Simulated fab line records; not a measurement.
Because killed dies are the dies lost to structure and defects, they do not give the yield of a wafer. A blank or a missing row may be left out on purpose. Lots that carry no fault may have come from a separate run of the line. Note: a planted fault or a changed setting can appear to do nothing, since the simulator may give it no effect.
Matching of chambers ; flow nand harc ; NHARC_A_STAIRCASE_DEP_417 on pecvd-01 has 3 sister chambers
The step deposits Si3N4, target thk 60 nm. 6 wafers are shown with their chamber, then 9 later ones without.

== WAFERS PAIRED WITH THEIR CHAMBERS ==
wafer;chamber;heater power w (W)
L083.3;2;740
L083.5;2;781
L085.2;0;766
L086.2;1;837
L086.5;0;723
L086.6;1;846

== WAFERS MISSING THEIR CHAMBER ==
wafer;heater power w (W)
L087.2;854
L087.5;691
L087.6;858
L093.3;830
L093.5;766
L093.6;802
L094.2;789
L094.3;837
L094.4;784

== WHICH CHAMBER EACH ONE RAN IN ==
wafer;from the rows above;in truth
L087.2;1;1
L087.5;can't be placed: 0 or 2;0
L087.6;1;1
L093.3;1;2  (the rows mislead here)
L093.5;can't be placed: 2 or 0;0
L093.6;can't be placed: 1 or 2 or 0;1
L094.2;can't be placed: 2 or 0 or 1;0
L094.3;1;1
L094.4;can't be placed: 2 or 0 or 1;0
Correctly placed: 3 of 9. Can't be placed from these rows: 5 (the true chamber is among the candidates in 5). Placed wrongly: 1.
How it was worked out, from the rows above alone: a wafer's distance from a chamber is the root of the sum, over the readings, of the square of ((its reading less the chamber's mean) divided by the reading's scatter). If the next closest chamber is less than 2 further off than the closest, the wafer can't be placed; otherwise it belongs to the closest. Each chamber's mean is taken over the wafers shown for it. How the scatter is found: for the shown wafers, subtract from each reading the mean of its chamber, square and add these, divide the total by (wafers less chambers), then take the root.
